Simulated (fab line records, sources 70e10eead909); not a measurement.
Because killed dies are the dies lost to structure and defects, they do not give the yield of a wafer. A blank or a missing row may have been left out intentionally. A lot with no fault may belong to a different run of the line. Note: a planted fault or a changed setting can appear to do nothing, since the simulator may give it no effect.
fab line records	flow nandHarc
record lots=24	wafers=72	lastDay=33
route steps=1302 shown A_ZERO_WELL@403 A_ONON_D1@425 A_CHANNEL_HOLE_D1@466 A_CHANNEL_FILL_D1@496
lots that met no fault: from a run of the same line without faults
startH: hours from the record's opening day to when the first of the lot's shown wafers began	waitH: hours since the lot's step before	" identical to the entry in the row above	L1.1+2: a row that stands for several wafers	- no value, or no start was given	* or withheld: withheld	< > ~ a bound
route shown NAME@n: a module of which the file shows steps, and the number in the route of the first	usual: mean/standard deviation of fault-free wafers	same: alike in all rows	chamber/n: place in a boat	sites: each site's reading	_std_site: how widely they spread, as a standard deviation	_edge_site: mean of outer sites minus mean of inner sites	radiusMm: how far each site lies from the wafer's centre	mask NAME#n: copy n	behind: the most recent tool/chamber to have shaped the wafer	hold: what put the lot on hold/how long, in hours/how the hold closed	device: the n, p or np transistor that did not switch	end of line: the tests these same wafers got at the end of their route	a step without rows: its recipe alone	killed: not the wafer's yield, but the dies lost to structure and defects at the first sort	map: per-die view of a wafer (x killed, . not killed, _ where there is no die)
set.NAME: the setting that was run; set.NAME@STEP: the one run at that earlier step	model.NAME: the simulator's own value behind a step, which no gauge read
a sample of lots followed through the steps of the route, with each step as a table and each wafer as a row
services: when a tool's chamber went out of use (startH, in hours from the record's first day, below 0 if earlier), for how many hours, and the reason
## steps
# step NHARC_A_ZERO_WELL_DESCUM_12
# recipe timeS=3	o2FlowSccm=200	arFlowSccm=0	biasPowerW=0	chemistry=O2
# usual drypumpMotorCurrentA=5.7/0.55	oesProductAu=1.002/0.013	rfVppV=57.8/0.93	showerheadPlenumPTorr=1.93/0.075	throttleValvePct=11.310/0.0096
lot.wafer	tool	chamber	startH	waitH	drypumpMotorCurrentA	oesProductAu	rfHoursCounterH	rfVppV	showerheadPlenumPTorr	throttleValvePct
L074.1	rieDiel-05	0	142.80	-	5.0	1.006	3	57.8	2.03	11.310
L074.2	"	2	"	"	5.6	0.999	2	58.4	1.85	11.293
L074.5	"	0	"	"	5.0	1.012	-	57.6	2.03	11.295
L075.2	rieDiel-06	1	145.98	-	6.2	1.004	0	57.8	2.03	11.314
L075.1	"	0	"	"	5.0	0.994	0	56.9	1.92	11.314
L075.5	"	1	"	"	6.2	0.996	-	58.9	2.03	11.314
L076.3	rieDiel-06	3	157.90	-	6.5	0.991	2	58.7	1.97	11.311
L076.1	"	0	"	"	5.0	1.006	2	58.3	1.92	11.319
L076.6	"	2	"	"	5.6	0.991	-	56.0	1.82	11.297
L077.1	rieDiel-06	2	169.22	-	5.6	0.983	3	57.1	1.82	11.332
L077.2	"	1	"	"	6.3	0.994	3	58.8	2.03	11.325
L077.5	"	2	"	"	5.6	0.993	-	57.9	1.82	11.293
L078.4	rieDiel-05	0	181.02	-	5.0	1.015	-	57.8	2.03	11.315
L078.6	"	2	"	"	5.6	0.992	-	56.6	1.84	11.314
L078.5	"	3	"	"	5.7	1.006	-	58.3	1.99	11.323
L079.4	rieDiel-05	1	186.15	-	6.5	1.006	4	57.0	1.87	11.300
L079.3	"	2	"	"	5.7	0.997	4	56.6	1.85	11.301
L079.6	"	1	"	"	6.5	1.009	-	57.8	1.87	11.312
L080.2	rieDiel-05	2	203.60	-	5.7	1.005	4	55.7	1.85	11.301
L080.4	"	3	"	"	5.6	0.995	4	59.4	1.99	11.289
L080.5	"	2	"	"	5.7	1.002	-	58.2	1.85	11.297
L081.2	rieDiel-05	0	214.82	-	4.9	1.022	5	58.4	2.03	11.310
L081.4	"	1	"	"	6.6	1.014	5	57.4	1.87	11.307
L081.5	"	3	"	"	5.6	0.999	-	59.8	1.99	11.323
L082.2	rieDiel-05	3	219.42	-	5.6	1.000	4	56.6	1.99	11.312
L082.4	"	2	"	"	5.6	1.000	4	57.6	1.85	11.323
L082.6	"	3	"	"	5.7	0.997	-	57.9	1.99	11.310
L083.2	rieDiel-13	3	237.26	-	6.2	0.989	16	57.6	1.90	11.307
L083.3	"	0	"	"	5.4	0.995	18	58.0	1.95	11.317
L083.5	"	0	"	"	5.4	0.990	-	58.7	1.95	11.322
L084.1	rieDiel-05	2	240.79	-	5.6	0.990	0	58.8	1.84	11.300
L084.2	"	3	"	"	5.7	0.991	0	59.2	1.99	11.298
L084.3	"	0	"	"	5.0	0.999	0	57.2	2.03	11.300
L085.1	rieDiel-05	2	244.61	-	5.6	0.980	0	57.0	1.85	11.312
L085.3	"	1	"	"	6.6	1.026	0	56.8	1.87	11.318
L085.6	"	3	"	"	5.6	0.997	-	57.0	1.99	11.322
L086.4	rieDiel-05	2	256.30	-	5.6	0.983	0	56.5	1.84	11.304
L086.2	"	3	"	"	5.7	0.991	1	58.4	1.99	11.326
L086.6	"	2	"	"	5.7	0.990	-	57.4	1.84	11.318
L087.2	rieDiel-05	3	267.54	-	5.7	1.006	1	56.6	1.99	11.298
L087.1	"	1	"	"	6.6	1.036	1	57.9	1.87	11.305
L087.6	"	3	"	"	5.7	0.993	-	58.8	1.99	11.320
L089.2	rieDiel-05	2	286.25	-	5.7	0.998	1	59.1	1.84	11.297
L089.4	"	3	"	"	5.7	0.988	1	57.4	1.99	11.318
L089.5	"	1	"	"	6.6	1.027	-	58.2	1.87	11.309
L088.3	rieDiel-05	0	288.72	-	4.9	0.993	1	58.8	2.03	11.304
L088.6	"	1	"	"	6.6	1.016	-	57.4	1.87	11.320
L088.5	"	2	"	"	5.7	0.987	-	58.4	1.84	11.310
L090.2	rieDiel-06	2	306.17	-	5.6	0.974	27	56.9	1.81	11.292
L090.1	"	3	"	"	6.5	1.004	29	58.0	1.96	11.316
L090.3	"	0	"	"	5.0	0.992	30	58.5	1.91	11.304
L091.3	rieDiel-05	3	308.47	-	5.6	0.994	2	57.6	1.99	11.299
L091.2	"	2	"	"	5.7	0.997	2	57.6	1.84	11.314
L091.6	"	3	"	"	5.6	0.994	-	56.0	1.99	11.331
L092.1	rieDiel-05	2	318.55	-	5.6	0.987	2	58.7	1.84	11.302
L092.3	"	0	"	"	4.9	1.010	2	57.9	2.03	11.310
L092.5	"	2	"	"	5.7	0.991	-	57.9	1.84	11.322
L093.3	rieDiel-06	1	328.04	-	6.2	1.012	3	58.5	2.02	11.305
L093.5	"	3	"	"	6.5	1.009	-	56.5	1.96	11.306
L093.6	"	0	"	"	5.0	1.011	-	58.4	1.91	11.295
L094.4	rieDiel-06	2	343.43	-	5.6	0.976	4	58.2	1.81	11.304
L094.1	"	0	"	"	5.0	1.005	5	57.2	1.91	11.299
L094.5	"	2	"	"	5.6	0.981	-	57.4	1.81	11.319
L095.1	rieDiel-05	1	347.08	-	6.6	1.023	3	57.0	1.87	11.318
L095.4	"	3	"	"	5.7	1.007	3	58.1	1.99	11.303
L095.5	"	1	"	"	6.6	1.019	-	56.3	1.87	11.296
L096.4	rieDiel-13	1	360.30	-	5.6	1.026	2	56.6	1.86	11.316
L096.6	"	0	"	"	5.3	1.005	-	58.3	1.94	11.309
L096.5	"	1	"	"	5.6	1.015	-	57.0	1.86	11.300
L097.4	rieDiel-05	0	370.88	-	5.0	1.000	3	57.8	2.03	11.316
L097.3	"	1	"	"	6.6	1.027	3	57.7	1.87	11.318
L097.1	"	2	"	"	5.6	0.987	3	57.3	1.84	11.306
# step NHARC_A_ONON_D1_THK_MEAS_02
# recipe thkMeasGauge=ellipsometry
# usual thkNm=1003/10
lot.wafer	tool	chamber	startH	waitH	thkNm
L074.1	filmMetro-01	-	164.87	-	1021
L074.2	"	-	"	"	1023
L074.5	"	-	"	"	1019
L075.1	filmMetro-01	-	170.23	-	1004
L075.2	"	-	"	"	1004
L075.5	"	-	"	"	1004
L076.1	filmMetro-01	-	179.40	-	1002
L076.3	"	-	"	"	1001
L076.6	"	-	"	"	1002
L077.1	filmMetro-02	-	194.10	-	1004
L077.2	"	-	"	"	1004
L077.5	"	-	"	"	1003
L078.4	filmMetro-01	-	202.44	-	1019
L078.5	"	-	"	"	1018
L078.6	"	-	"	"	1019
L079.3	filmMetro-02	-	209.70	-	1011
L079.4	"	-	"	"	1011
L079.6	"	-	"	"	1012
L080.2	filmMetro-01	-	226.09	-	991
L080.4	"	-	"	"	991
L080.5	"	-	"	"	991
L081.2	filmMetro-01	-	236.76	-	1013
L081.4	"	-	"	"	1016
L081.5	"	-	"	"	1015
L082.2	filmMetro-01	-	242.02	-	1003
L082.4	"	-	"	"	1001
L082.6	"	-	"	"	1005
L083.2	filmMetro-02	-	259.56	-	999
L083.3	"	-	"	"	1000
L083.5	"	-	"	"	998
L084.1	filmMetro-01	-	259.61	-	998
L084.2	"	-	"	"	998
L084.3	"	-	"	"	999
L085.1	filmMetro-02	-	266.54	-	1001
L085.3	"	-	"	"	1002
L085.6	"	-	"	"	1003
L086.2	filmMetro-02	-	278.69	-	1006
L086.4	"	-	"	"	1008
L086.6	"	-	"	"	1008
L087.1	filmMetro-02	-	289.19	-	1008
L087.2	"	-	"	"	1008
L087.6	"	-	"	"	1008
L088.3	filmMetro-01	-	307.94	-	991
L088.5	"	-	"	"	991
L088.6	"	-	"	"	991
L089.2	filmMetro-02	-	307.94	-	1009
L089.4	"	-	"	"	1005
L089.5	"	-	"	"	1006
L090.1	filmMetro-01	-	328.05	-	986
L090.2	"	-	"	"	988
L090.3	"	-	"	"	987
L091.2	filmMetro-02	-	328.10	-	1005
L091.3	"	-	"	"	1004
L091.6	"	-	"	"	1004
L092.1	filmMetro-01	-	341.41	-	1009
L092.3	"	-	"	"	1010
L092.5	"	-	"	"	1011
L093.3	filmMetro-02	-	350.69	-	1004
L093.5	"	-	"	"	1002
L093.6	"	-	"	"	1003
L094.1	filmMetro-02	-	365.74	-	996
L094.4	"	-	"	"	994
L094.5	"	-	"	"	993
L095.1	filmMetro-01	-	369.36	-	983
L095.4	"	-	"	"	984
L095.5	"	-	"	"	983
L096.4	filmMetro-01	-	385.27	-	990
L096.5	"	-	"	"	990
L096.6	"	-	"	"	987
L097.1	filmMetro-02	-	393.92	-	1025
L097.3	"	-	"	"	1022
L097.4	"	-	"	"	1025
# step NHARC_A_ONON_D1_THK_MEAS_11
# recipe thkMeasGauge=ellipsometry
# usual thkNm=1002/10
lot.wafer	tool	chamber	startH	waitH	thkNm
L074.1	filmMetro-02	-	166.57	-	999
L074.2	"	-	"	"	999
L074.5	"	-	"	"	998
L075.1	filmMetro-01	-	171.93	-	996
L075.2	"	-	"	"	996
L075.5	"	-	"	"	995
L076.1	filmMetro-02	-	181.10	-	1020
L076.3	"	-	"	"	1019
L076.6	"	-	"	"	1019
L077.1	filmMetro-02	-	195.81	-	998
L077.2	"	-	"	"	998
L077.5	"	-	"	"	998
L078.4	filmMetro-02	-	204.14	-	1012
L078.5	"	-	"	"	1012
L078.6	"	-	"	"	1011
L079.3	filmMetro-02	-	211.42	-	1007
L079.4	"	-	"	"	1009
L079.6	"	-	"	"	1008
L080.2	filmMetro-01	-	227.80	-	992
L080.4	"	-	"	"	990
L080.5	"	-	"	"	992
L081.2	filmMetro-02	-	238.59	-	998
L081.4	"	-	"	"	1000
L081.5	"	-	"	"	1000
L082.2	filmMetro-02	-	243.72	-	993
L082.4	"	-	"	"	991
L082.6	"	-	"	"	992
L083.2	filmMetro-02	-	261.27	-	999
L083.3	"	-	"	"	1000
L083.5	"	-	"	"	999
L084.1	filmMetro-01	-	261.31	-	984
L084.2	"	-	"	"	985
L084.3	"	-	"	"	985
L085.1	filmMetro-01	-	268.24	-	1002
L085.3	"	-	"	"	1004
L085.6	"	-	"	"	1004
L086.2	filmMetro-02	-	280.40	-	1015
L086.4	"	-	"	"	1015
L086.6	"	-	"	"	1014
L087.1	filmMetro-02	-	290.89	-	1004
L087.2	"	-	"	"	1005
L087.6	"	-	"	"	1006
L088.3	filmMetro-01	-	309.63	-	993
L088.5	"	-	"	"	993
L088.6	"	-	"	"	993
L089.2	filmMetro-02	-	309.64	-	981
L089.4	"	-	"	"	980
L089.5	"	-	"	"	980
L090.1	filmMetro-02	-	329.76	-	993
L090.2	"	-	"	"	995
L090.3	"	-	"	"	994
L091.2	filmMetro-01	-	329.81	-	1009
L091.3	"	-	"	"	1010
L091.6	"	-	"	"	1010
L092.1	filmMetro-02	-	343.11	-	1019
L092.3	"	-	"	"	1018
L092.5	"	-	"	"	1017
L093.3	filmMetro-01	-	352.40	-	991
L093.5	"	-	"	"	992
L093.6	"	-	"	"	993
L094.1	filmMetro-02	-	367.45	-	1011
L094.4	"	-	"	"	1012
L094.5	"	-	"	"	1012
L095.1	filmMetro-01	-	371.05	-	1015
L095.4	"	-	"	"	1017
L095.5	"	-	"	"	1016
L096.4	filmMetro-01	-	386.99	-	1001
L096.5	"	-	"	"	1002
L096.6	"	-	"	"	1002
L097.1	filmMetro-02	-	395.61	-	1002
L097.3	"	-	"	"	1000
L097.4	"	-	"	"	999
# step NHARC_A_CHANNEL_HOLE_D1_ETCH_38
# recipe targetDepthA=390	overEtchFrac=0.3	timeS=65	ionEnergyEv=80	cf4FlowSccm=150	arFlowSccm=0	rfW=300	biasW=100	chemistry=CF4
# usual cf4FlowSccm=150.0/0.44	drypumpMotorCurrentA=5.9/0.49	oesProductAu=0.996/0.012	rfVppV=151.0/1.1	showerheadPlenumPTorr=1.75/0.056	throttleValvePct=13.283/0.0092
lot.wafer	tool	chamber	startH	waitH	cf4FlowSccm	drypumpMotorCurrentA	oesProductAu	rfHoursCounterH	rfVppV	showerheadPlenumPTorr	throttleValvePct
L074.2	rieDiel-01	1	180.66	0.1	149.8	4.8	0.998	50	152.5	1.77	13.266
L074.1	"	3	"	"	149.7	5.6	1.011	50	150.5	1.76	13.279
L074.5	"	1	"	"	149.8	4.8	0.990	-	151.4	1.77	13.290
L075.2	rieDiel-03	3	186.06	0.1	150.3	6.2	0.986	7	153.4	1.77	13.278
L075.1	"	0	"	"	150.2	5.7	0.994	6	148.9	1.69	13.282
L075.5	"	0	"	"	150.4	5.7	0.986	-	150.0	1.69	13.290
L076.3	rieDiel-07	1	198.48	0.1	150.1	6.2	0.997	28	151.1	1.83	13.273
L076.1	"	3	"	"	150.5	5.0	0.996	24	152.5	1.77	13.275
L076.6	"	1	"	"	150.2	6.3	1.007	-	152.4	1.83	13.289
L077.1	rieDiel-03	1	212.55	0.1	149.7	6.6	0.989	7	150.9	1.80	13.281
L077.2	"	2	"	"	150.0	5.9	1.009	8	150.6	1.68	13.290
L077.5	"	0	"	"	149.4	5.7	0.990	-	150.2	1.69	13.277
L078.4	rieDiel-07	0	218.62	0.1	150.5	5.5	1.000	28	152.1	1.85	13.278
L078.5	"	2	"	"	149.6	6.2	1.005	-	152.0	1.75	13.303
L078.6	"	3	"	"	150.2	5.0	1.012	-	149.9	1.77	13.279
L079.4	rieDiel-03	0	225.82	0.1	150.5	5.7	0.992	8	150.6	1.68	13.285
L079.3	"	1	"	"	150.7	6.6	0.994	8	152.5	1.80	13.295
L079.6	"	3	"	"	150.6	6.2	0.994	-	151.8	1.77	13.275
L080.2	rieDiel-03	2	245.75	0.1	149.8	5.9	1.008	11	149.9	1.68	13.266
L080.4	"	0	"	"	150.5	5.8	0.982	11	149.6	1.68	13.282
L080.5	"	1	"	"	149.9	6.6	0.989	-	152.4	1.80	13.294
L081.2	rieDiel-03	0	260.31	0.5	149.9	5.7	0.979	12	150.7	1.68	13.282
L081.4	"	3	"	"	150.3	6.2	0.983	13	151.4	1.77	13.286
L081.5	"	0	"	"	150.7	5.7	0.973	-	150.5	1.68	13.299
L082.2	rieDiel-03	3	261.87	0.1	150.2	6.2	0.986	13	151.9	1.77	13.290
L082.4	"	0	"	"	150.3	5.7	0.988	-	149.0	1.68	13.278
L082.6	"	3	"	"	150.0	6.2	0.996	-	151.5	1.77	13.284
L083.3	rieDiel-03	2	279.14	0.1	150.7	5.9	1.017	15	150.5	1.68	13.284
L083.2	"	3	"	"	149.5	6.2	0.985	15	151.3	1.77	13.284
L083.5	"	0	"	"	150.3	5.7	0.984	-	149.9	1.68	13.279
L084.2	rieDiel-07	3	279.93	0.1	150.7	5.0	1.000	48	150.8	1.76	13.281
L084.1	"	0	"	"	150.1	5.5	0.992	43	154.3	1.85	13.298
L084.3	"	1	"	"	149.4	6.2	1.014	50	151.8	1.82	13.291
L085.3	rieDiel-07	2	282.47	0.2	149.9	6.2	1.005	57	151.7	1.74	13.284
L085.1	"	1	"	"	150.3	6.3	1.023	51	153.0	1.82	13.284
L085.6	"	3	"	"	149.7	4.9	1.008	-	150.9	1.76	13.289
L086.4	rieDiel-01	2	299.34	1.1	150.3	5.3	1.000	30	151.9	1.78	13.278
L086.2	"	1	"	"	150.3	4.8	1.003	34	150.1	1.76	13.291
L086.6	"	3	"	"	149.7	5.6	1.006	-	149.9	1.75	13.291
L087.1	rieDiel-03	0	308.51	0.1	149.6	5.7	0.994	1	149.5	1.68	13.271
L087.2	"	2	"	"	150.4	5.9	0.992	1	150.2	1.68	13.268
L087.6	"	1	"	"	149.9	6.6	1.004	-	151.4	1.80	13.288
L089.4	rieDiel-03	2	324.76	0.1	149.6	5.9	0.996	2	150.6	1.68	13.286
L089.2	"	3	"	"	150.3	6.2	0.971	2	150.6	1.77	13.291
L089.5	"	0	"	"	150.3	5.7	0.993	-	150.2	1.68	13.287
L088.3	rieDiel-07	2	325.01	0.1	149.9	6.2	1.003	10	151.2	1.74	13.274
L088.5	"	3	"	"	149.3	5.0	1.007	-	152.3	1.76	13.286
L088.6	"	0	"	"	149.9	5.5	0.998	-	151.2	1.85	13.292
L091.2	rieDiel-03	3	343.78	0.1	148.8	6.2	0.984	4	151.1	1.77	13.292
L091.3	"	2	"	"	150.0	5.9	1.002	4	149.7	1.67	13.289
L091.6	"	3	"	"	150.2	6.2	0.976	-	151.3	1.77	13.287
L090.3	rieDiel-03	3	344.11	0.1	149.9	6.2	0.978	4	151.7	1.77	13.277
L090.1	"	0	"	"	150.4	5.7	0.994	4	150.3	1.68	13.280
L090.2	"	1	"	"	149.3	6.7	1.004	4	151.7	1.80	13.274
L092.3	rieDiel-07	1	357.75	0.1	150.1	6.2	1.010	26	152.2	1.81	13.295
L092.1	"	2	"	"	149.9	6.2	1.002	23	150.3	1.73	13.283
L092.5	"	1	"	"	150.1	6.2	1.011	-	151.2	1.81	13.274
L093.3	rieDiel-03	2	368.36	0.1	149.8	5.9	1.002	6	149.9	1.67	13.290
L093.5	"	1	"	"	150.4	6.6	0.998	-	151.2	1.80	13.296
L093.6	"	2	"	"	149.9	5.9	0.987	-	149.4	1.67	13.285
L094.1	rieDiel-03	0	383.71	0.1	149.9	5.7	1.000	8	149.6	1.68	13.278
L094.4	"	2	"	"	149.8	5.9	0.995	7	150.0	1.67	13.287
L094.5	"	3	"	"	150.0	6.2	0.975	-	152.2	1.77	13.256
L095.4	rieDiel-03	2	385.04	0.1	150.3	6.0	0.981	7	150.8	1.67	13.286
L095.1	"	0	"	"	150.5	5.7	0.984	8	150.1	1.68	13.312
L095.5	"	3	"	"	150.1	6.2	0.963	-	151.0	1.77	13.268
L096.5	rieDiel-03	0	401.06	0.1	149.7	5.7	0.991	-	148.8	1.68	13.293
L096.6	"	1	"	"	149.6	6.7	0.989	-	151.8	1.79	13.271
L096.4	"	2	"	"	149.9	5.9	0.996	-	149.4	1.67	13.295
L097.3	rieDiel-07	3	410.14	0.1	150.5	5.0	1.012	30	151.4	1.75	13.287
L097.4	"	0	"	"	150.1	5.5	0.996	39	151.9	1.84	13.278
L097.1	"	1	"	"	150.5	6.2	1.005	43	151.8	1.81	13.290
# step NHARC_A_CHANNEL_FILL_D1_ALD_16
# recipe targetThkA=15	pulseTimeS=10	aldCycles=15	tempC=300	material=SiO2
# usual heaterPowerW=478/48	precursorPulseHeightRel=0.999/0.018	susceptorTempC=300.00/0.2
lot.wafer	tool	chamber	startH	waitH	heaterPowerW	precursorPulseHeightRel	susceptorTempC
L074.2	aldHk-03	2	199.92	0.1	365	1.016	299.98
L074.1	"	3	"	"	494	1.007	299.94
L074.5	"	1	"	"	500	1.041	299.67
L075.2	aldHk-03	3	205.67	0.1	491	0.994	300.23
L075.1	"	1	"	"	507	1.042	300.15
L075.5	"	2	"	"	365	0.978	299.75
L076.1	aldHk-03	0	222.00	1.1	503	0.969	300.03
L076.3	"	2	"	"	367	0.978	299.95
L076.6	"	1	"	"	502	0.995	300.00
L077.2	aldHk-03	0	233.86	0.1	495	1.005	299.88
L077.1	"	1	"	"	512	0.999	299.88
L077.5	"	2	"	"	377	0.998	300.13
L078.4	aldHk-01	0	239.59	0.0	507	1.008	299.94
L078.5	"	0	"	"	510	1.021	300.06
L078.6	"	1	"	"	468	0.999	299.84
L079.4	aldHk-03	2	247.67	0.1	378	0.979	299.66
L079.3	"	3	"	"	512	1.002	300.16
L079.6	"	2	"	"	365	0.990	299.73
L080.2	aldHk-01	0	264.93	0.0	515	0.978	299.59
L080.4	"	2	"	"	416	0.961	299.75
L080.5	"	0	"	"	500	0.992	300.08
L082.4	aldHk-01	3	279.57	0.0	506	1.013	299.99
L082.2	"	1	"	"	477	1.002	299.71
L082.6	"	3	"	"	508	1.020	300.23
L081.2	aldHk-02	1	279.59	0.1	429	1.006	300.15
L081.4	"	2	"	"	496	1.009	299.96
L081.5	"	1	"	"	421	0.991	299.66
L083.3	aldHk-02	0	299.35	0.3	511	1.003	300.23
L083.2	"	2	"	"	473	0.969	299.79
L083.5	"	3	"	"	542	1.025	300.04
L084.3	aldHk-02	1	299.48	0.5	422	1.022	300.02
L084.1	"	3	"	"	545	1.008	300.33
L084.2	"	0	"	"	522	0.983	300.19
L085.3	aldHk-03	3	302.90	0.0	488	0.988	299.42
L085.1	"	1	"	"	499	1.018	300.07
L085.6	"	0	"	"	499	0.994	300.19
L086.2	aldHk-01	3	318.56	0.1	511	1.014	299.63
L086.4	"	0	"	"	491	1.023	300.03
L086.6	"	1	"	"	465	1.014	300.00
L087.1	aldHk-03	1	329.20	0.1	501	0.989	299.69
L087.2	"	2	"	"	380	1.011	300.02
L087.6	"	0	"	"	500	1.004	299.72
L089.4	aldHk-02	3	343.91	0.0	522	0.982	-
L089.2	"	1	"	"	429	1.015	-
L089.5	"	3	"	"	533	1.002	-
L088.3	aldHk-02	1	347.66	0.0	436	0.991	300.21
L088.6	"	1	"	"	424	0.998	299.87
L088.5	"	2	"	"	494	0.982	299.87
L090.2	aldHk-03	0	364.07	0.0	505	1.017	300.05
L090.1	"	1	"	"	506	0.984	300.10
L090.3	"	3	"	"	498	1.002	299.98
L091.3	aldHk-01	1	364.07	0.0	455	1.019	300.26
L091.2	"	3	"	"	518	1.013	299.86
L091.6	"	2	"	"	406	1.002	299.68
L092.1	aldHk-02	1	377.21	0.3	440	0.996	300.23
L092.3	"	2	"	"	509	0.947	300.30
L092.5	"	0	"	"	530	1.010	299.96
L093.3	aldHk-01	3	390.15	0.1	521	1.011	300.25
L093.6	"	1	"	"	464	1.000	300.11
L093.5	"	2	"	"	400	1.014	300.19
L094.1	aldHk-01	0	406.40	0.1	497	1.019	300.04
L094.4	"	2	"	"	398	1.008	300.03
L094.5	"	0	"	"	497	1.018	300.05
L095.4	aldHk-01	2	410.68	0.0	402	1.028	-
L095.1	"	1	"	"	466	1.009	-
L095.5	"	2	"	"	406	1.004	-
L096.4	aldHk-02	0	420.62	0.1	546	1.018	300.00
L096.5	"	3	"	"	498	0.968	300.10
L096.6	"	0	"	"	529	1.010	300.11
L097.4	aldHk-02	0	429.41	0.1	525	0.990	299.98
L097.1	"	1	"	"	457	1.004	299.93
L097.3	"	2	"	"	505	0.990	299.73
# step NHARC_A_CHANNEL_FILL_D1_ETCHBACK_20
# recipe targetDepthA=270	timeS=13.5	c4f8FlowSccm=withheld	o2FlowSccm=8	arFlowSccm=withheld	rfW=600	biasW=1500	chemistry=C4F8/O2/Ar
# usual oesProductAu=0.96/0.037	rfVppV=976/5.1
lot.wafer	tool	chamber	startH	waitH	oesProductAu	rfHoursCounterH	rfVppV
L074.2	rieDiel-09	3	211.85	-	0.98	3.0	975
L074.1	"	0	"	"	0.98	3.0	971
L074.5	"	0	"	"	0.99	-	971
L075.2	rieDiel-09	0	218.41	-	1.00	3.0	970
L075.1	"	3	"	"	1.00	3.0	974
L075.5	"	0	"	"	1.00	-	970
L076.3	rieDiel-10	2	234.20	-	0.92	8.5	976
L076.1	"	0	"	"	0.93	8.5	981
L076.6	"	1	"	"	0.90	-	970
L077.1	rieDiel-08	0	245.73	-	0.99	2.3	974
L077.2	"	2	"	"	0.97	1.9	971
L077.5	"	0	"	"	0.98	-	974
L078.4	rieDiel-09	0	252.92	-	0.92	5.0	969
L078.5	"	1	"	"	0.92	-	985
L078.6	"	2	"	"	0.91	-	975
L079.3	rieDiel-09	3	259.66	-	0.92	4.1	973
L079.4	"	1	"	"	0.92	5.0	984
L079.6	"	2	"	"	0.91	-	975
L080.2	rieDiel-09	0	278.68	-	0.98	7.0	969
L080.4	"	1	"	"	1.00	6.5	986
L080.5	"	1	"	"	1.00	-	985
L081.4	rieDiel-08	0	291.49	-	0.99	4.2	975
L081.2	"	3	"	"	1.00	4.0	974
L081.5	"	1	"	"	0.99	-	975
L082.4	rieDiel-09	1	291.52	-	1.00	6.9	986
L082.2	"	3	"	"	0.99	6.1	972
L082.6	"	0	"	"	0.99	-	971
L084.1	rieDiel-09	1	311.53	-	1.00	9.1	985
L084.3	"	2	"	"	0.98	7.1	975
L084.2	"	3	"	"	0.99	7.7	974
L083.3	rieDiel-08	2	311.53	-	1.00	4.6	970
L083.2	"	3	"	"	0.99	5.0	974
L083.5	"	1	"	"	0.99	-	975
L085.3	rieDiel-08	3	316.65	-	0.91	5.0	975
L085.1	"	1	"	"	0.90	4.8	978
L085.6	"	3	"	"	0.91	-	975
L086.4	rieDiel-10	1	330.44	-	0.99	2.8	970
L086.2	"	2	"	"	0.99	3.4	977
L086.6	"	1	"	"	1.00	-	971
L087.2	rieDiel-08	3	341.39	-	0.92	6.2	974
L087.1	"	0	"	"	0.91	6.3	974
L087.6	"	1	"	"	0.93	-	976
L089.2	rieDiel-09	0	356.08	-	0.92	1.4	970
L089.4	"	2	"	"	0.93	1.6	973
L089.5	"	0	"	"	0.93	-	969
L088.3	rieDiel-08	3	361.21	-	0.99	6.7	975
L088.6	"	2	"	"	0.98	-	971
L088.5	"	3	"	"	0.99	-	975
L091.3	rieDiel-10	3	376.11	-	0.94	7.0	981
L091.2	"	2	"	"	0.93	7.0	976
L091.6	"	0	"	"	0.96	-	980
L090.2	rieDiel-09	1	376.14	-	1.00	2.9	984
L090.3	"	2	"	"	0.99	2.9	975
L090.1	"	0	"	"	1.02	2.8	970
L092.3	rieDiel-09	3	390.24	-	0.97	3.0	973
L092.1	"	2	"	"	0.97	3.1	976
L092.5	"	0	"	"	0.99	-	970
L093.3	rieDiel-08	0	402.21	-	0.91	1.5	975
L093.6	"	0	"	"	0.91	-	974
L093.5	"	1	"	"	0.92	-	978
L094.4	rieDiel-10	0	418.44	-	0.95	10.3	980
L094.1	"	1	"	"	0.93	10.2	971
L094.5	"	3	"	"	0.93	-	982
L095.4	rieDiel-09	1	426.47	-	0.92	5.2	985
L095.1	"	2	"	"	0.98	5.1	973
L095.5	"	0	"	"	0.93	-	969
L096.4	rieDiel-09	0	432.73	-	0.94	5.2	972
L096.6	"	1	"	"	0.91	-	985
L096.5	"	2	"	"	0.90	-	975
L097.3	rieDiel-09	0	441.35	-	1.01	5.6	969
L097.1	"	1	"	"	1.00	6.1	985
L097.4	"	2	"	"	0.98	6.1	974
## services
tool	chamber	startH	hours	kind
rieDiel-09	-	143.10	9.0	pm
rieDiel-05	-	157.01	1.2	repair
rieDiel-05	3	161.42	3.4	repair
rieDiel-05	1	170.10	12.5	repair
aldHk-02	-	171.46	10.0	pm
rieDiel-08	-	190.85	9.0	pm
aldHk-03	-	212.00	10.0	pm
rieDiel-09	2	229.26	5.5	repair
rieDiel-05	-	229.60	9.0	pm
rieDiel-07	-	230.26	0.6	repair
rieDiel-05	-	245.47	2.0	repair
aldHk-03	-	247.99	1.9	repair
rieDiel-03	1	261.03	3.5	repair
rieDiel-03	-	281.30	9.0	pm
rieDiel-07	-	294.20	9.0	pm
rieDiel-09	2	295.44	3.9	repair
aldHk-01	-	296.21	10.0	pm
rieDiel-09	-	320.31	9.0	pm
rieDiel-07	3	334.27	14.8	repair
rieDiel-08	-	367.85	9.0	pm
rieDiel-07	-	377.09	0.3	repair
rieDiel-03	3	397.24	11.7	repair
rieDiel-05	-	406.60	9.0	pm
rieDiel-05	2	426.30	6.9	repair
## key
fault none
